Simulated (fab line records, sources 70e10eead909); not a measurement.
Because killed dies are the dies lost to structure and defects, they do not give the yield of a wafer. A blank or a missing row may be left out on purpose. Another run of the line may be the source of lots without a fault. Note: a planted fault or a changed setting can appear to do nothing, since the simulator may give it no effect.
Which tool is to blame? + flow nand harc + 33 wafers sampled from 11 lots at 1 step of a route of 1302

WHAT THE GAUGES READ, wafer by wafer
NHARC_A_ONON_D2_THK_MEAS_14: measures by ellipsometry.
| lot  | measured     | on            | thk nm (nm)    |
|------|--------------|---------------|----------------|
| L977 | day 13 08:32 | film metro-02 | 1004 1002 1004 |
| L979 | day 14 01:57 | film metro-02 | 1006 1004 1007 |
| L976 | day 15 11:53 | film metro-02 | 996 994 997    |
| L983 | day 15 17:08 | film metro-02 | 999 998 999    |
| L984 | day 16 06:41 | film metro-02 | 998 997 999    |
| L992 | day 19 13:10 | film metro-01 | 995 998 995    |
| L994 | day 20 07:26 | film metro-02 | 1011 1011 1008 |
| L995 | day 21 04:14 | film metro-02 | 986 984 985    |
| L996 | day 21 06:16 | film metro-02 | 980 981 980    |
| L997 | day 21 06:17 | film metro-02 | 997 997 997    |
| L998 | day 21 19:51 | film metro-02 | 1007 1007 1008 |

WHICH TOOL RAN EACH LOT (tool, then ch and the chambers of the sampled wafers, then the start)
Before these readings, the record contains no process step.

THE ANSWER, worked out from the rows above alone
Rule: the lots themselves supply what counts as usual. Put in order of their means at a reading, lots are off if they are a third of the lots or fewer, leave a main group of 4 or more, and stand apart from it by a gap of 3 or more times the standard deviation of the main group's means; of several such gaps the widest counts. A main group is skipped when, at the precision printed for the reading in the tables above, its means are all equal. A lot without any number at a reading at which 4 lots or more have one is off too. The other lots that the step has rows for count as sound.
No lot is off at any reading shown: from this, nothing can be told.

WHAT THE SIMULATOR HAD INSERTED
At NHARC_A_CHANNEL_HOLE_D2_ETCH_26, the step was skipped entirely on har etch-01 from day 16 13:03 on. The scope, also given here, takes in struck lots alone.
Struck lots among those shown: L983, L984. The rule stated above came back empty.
